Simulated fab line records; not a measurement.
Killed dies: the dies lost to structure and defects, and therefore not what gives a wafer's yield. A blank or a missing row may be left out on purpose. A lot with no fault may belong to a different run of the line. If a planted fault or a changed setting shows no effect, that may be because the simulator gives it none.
Which tool was responsible? ; flow nand harc ; Sampling: 13 lots, 39 wafers, 5 of 1159 route steps

## WHAT EACH GAUGE READ, for each wafer
NHARC_A_CONTACT_OVL_MEAS_43.
lot;measured;on;overlay x nm (nm);overlay y nm (nm)
L219;day 16 16:11;overlay-01;0.7 1.5 1.0;-0.2 0.2 0.0
L220;day 16 23:26;overlay-01;-0.9 -1.5 -0.9;0.3 0.6 0.2
L222;day 17 16:52;overlay-01;-1.4 -1.1 -1.5;1.3 0.9 0.8
L223;day 17 22:32;overlay-02;-1.1 0.0 -0.6;-1.9 -1.8 -1.3
L225;day 18 14:07;overlay-01;0.5 0.1 0.6;-0.1 0.3 0.7
L230;day 19 16:58;overlay-01;0.3 0.2 -0.2;-0.4 -1.3 -0.5
L233;day 20 03:54;overlay-02;-1.5 -2.0 -1.3;-0.6 -0.5 -0.4
L234;day 20 20:39;overlay-01;0.3 0.3 0.1;0.1 0.6 0.4
L238;day 21 05:45;overlay-02;-0.5 -0.5 -1.3;0.0 -0.3 0.0
L236;day 21 12:46;overlay-01;-0.8 -0.4 -0.3;-0.4 -0.5 -0.3
L237;day 21 14:22;overlay-02;0.8 0.8 0.8;-2.2 -2.0 -2.0
L235;day 21 17:49;overlay-02;0.6 0.6 0.5;-1.9 -2.2 -1.9
L239;day 22 01:57;overlay-02;-0.5 -0.1 0.3;1.2 0.7 0.9

NHARC_END_SORT_01.
lot;measured;on;killed at array;killed at other;killed at periphery;killed dies;killed open;killed short
L230;day 22 18:03;prober-02;676 676 672;0 0 1;1 1 4;677 677 677;5 4 8;0 0 1
L233;day 23 16:43;prober-01;658 664 666;1 1 2;18 12 9;677 677 677;5 1 2;1 1 4

## WHICH TOOL RAN EACH LOT (tool, then ch and the chambers of the sampled wafers, then the start)
lot;NHARC_A_CONTACT_ETCH_111;NHARC_A_CONTACT_ETCH_117;NHARC_A_CONTACT_ETCH_121
L219;har cap etch-03 ch 0,1, day 16 17:33;har cap etch-03 ch 0,1, day 16 18:13;har cap etch-03 ch 0,1, day 16 18:34
L220;har cap etch-02 ch 0,1, day 17 00:58;har cap etch-02 ch 0,1, day 17 01:50;har cap etch-02 ch 0,1, day 17 02:19
L222;har cap etch-03 ch 0,1, day 17 18:34;har cap etch-03 ch 0,1, day 17 19:10;har cap etch-03 ch 0,1, day 17 19:32
L223;har cap etch-02 ch 0,1, day 17 23:58;har cap etch-02 ch 0,1, day 18 01:08;har cap etch-02 ch 0,1, day 18 01:46
L225;har cap etch-01 ch 0,1, day 18 15:47;har cap etch-01 ch 0,1, day 18 16:25;har cap etch-01 ch 0,1, day 18 16:47
L230;har cap etch-01 ch 0,1, day 19 18:27;har cap etch-01 ch 0,1, day 19 19:05;har cap etch-01 ch 0,1, day 19 19:27
L233;har cap etch-01 ch 0,1, day 20 05:15;har cap etch-01 ch 0,1, day 20 05:53;har cap etch-01 ch 0,1, day 20 06:16
L234;har cap etch-02 ch 0, day 20 22:01;har cap etch-02 ch 0, day 20 22:40;har cap etch-02 ch 0, day 20 23:02
L238;har cap etch-02 ch 0,1, day 21 07:08;har cap etch-02 ch 0,1, day 21 07:46;har cap etch-02 ch 0,1, day 21 08:08
L236;har cap etch-01 ch 0,1, day 21 14:34;har cap etch-01 ch 0,1, day 21 15:11;har cap etch-01 ch 0,1, day 21 15:33
L237;har cap etch-03 ch 0,1, day 21 15:50;har cap etch-03 ch 0,1, day 21 16:34;har cap etch-03 ch 0,1, day 21 17:04
L235;har cap etch-01 ch 0,1, day 21 19:19;har cap etch-01 ch 0,1, day 21 19:59;har cap etch-01 ch 0,1, day 21 20:20
L239;har cap etch-02 ch 0,1, day 22 03:34;har cap etch-02 ch 0,1, day 22 04:13;har cap etch-02 ch 0,1, day 22 04:35
- NHARC_A_CONTACT_ETCH_111: etches the open film in C4F8/O2/Ar, time 140 s, target depth 700 nm.
- NHARC_A_CONTACT_ETCH_117: etches the open film in C4F8/O2/Ar, time 94 s, target depth 922 nm.
- NHARC_A_CONTACT_ETCH_121: etches the open film in C4F8/O2/Ar, time 94 s, target depth 922 nm.

## AS READ BY THE TOOLS THEMSELVES (means over the sampled wafers that have a number; for cases with no such wafer, the mark the record gives instead)
NHARC_A_CONTACT_ETCH_111.
lot;tool;chamber pressure mTorr (mTorr);oes air line au (a.u.)
L219;har cap etch-03;20.017;0.981
L220;har cap etch-02;20.000;1.002
L222;har cap etch-03;19.984;0.998
L223;har cap etch-02;20.007;1.006
L225;har cap etch-01;20.000;1.003
L230;har cap etch-01;19.994;1.004
L233;har cap etch-01;20.020;1.003
L234;har cap etch-02;19.995;1.007
L238;har cap etch-02;20.001;0.991
L236;har cap etch-01;20.000;1.008
L237;har cap etch-03;19.983;1.011
L235;har cap etch-01;20.010;0.999
L239;har cap etch-02;19.986;1.018

NHARC_A_CONTACT_ETCH_117.
lot;tool;chamber pressure mTorr (mTorr);oes air line au (a.u.)
L219;har cap etch-03;19.989;1.018
L220;har cap etch-02;19.996;0.985
L222;har cap etch-03;19.994;0.971
L223;har cap etch-02;20.001;1.011
L225;har cap etch-01;20.003;1.006
L230;har cap etch-01;-;-
L233;har cap etch-01;-;-
L234;har cap etch-02;19.998;1.025
L238;har cap etch-02;19.988;1.000
L236;har cap etch-01;19.984;1.014
L237;har cap etch-03;20.002;1.004
L235;har cap etch-01;20.009;0.979
L239;har cap etch-02;20.003;0.986

NHARC_A_CONTACT_ETCH_121.
lot;tool;chamber pressure mTorr (mTorr);oes air line au (a.u.)
L219;har cap etch-03;20.013;1.003
L220;har cap etch-02;20.005;1.005
L222;har cap etch-03;20.013;1.011
L223;har cap etch-02;19.990;1.009
L225;har cap etch-01;20.000;1.023
L230;har cap etch-01;20.019;0.992
L233;har cap etch-01;20.006;0.990
L234;har cap etch-02;20.001;0.989
L238;har cap etch-02;20.006;1.005
L236;har cap etch-01;20.004;0.992
L237;har cap etch-03;19.990;0.999
L235;har cap etch-01;20.002;0.992
L239;har cap etch-02;19.991;0.999

## THE ANSWER, worked out from the rows above alone
Rule: the usual values come from the lots themselves. The widest of any qualifying gaps counts: lots, ordered by their means at a reading, are off when they make up no more than a third of the lots, leave a main group of 4 or more, and stand apart from it by 3 or more times the standard deviation of that group's means. A main group is skipped when, at the precision printed for the reading in the tables above, its means are all equal. Also off: a lot with no number at a reading for which 4 or more lots have one. Where the step has rows for the other lots, those lots are counted as sound. The gauges are gone through in route order, then the tools' own readings, and for those a lot's mean is taken as printed above. The first step at which some lot is off is used, and at that step the reading that is off furthest; a lot without a number counts as furthest.
Off, at NHARC_A_CONTACT_ETCH_117 on chamber pressure mTorr: L230, L233. Without a number there: L230, L233. The main group: mean 19.997 mTorr, standard deviation 0.0073.
If a tool, at that step or one of the process steps before it, ran each lot that is off and ran no sound lot following the first of them, it fits. Not one of the candidates tried fits.

## WHAT THE SIMULATOR PUT IN
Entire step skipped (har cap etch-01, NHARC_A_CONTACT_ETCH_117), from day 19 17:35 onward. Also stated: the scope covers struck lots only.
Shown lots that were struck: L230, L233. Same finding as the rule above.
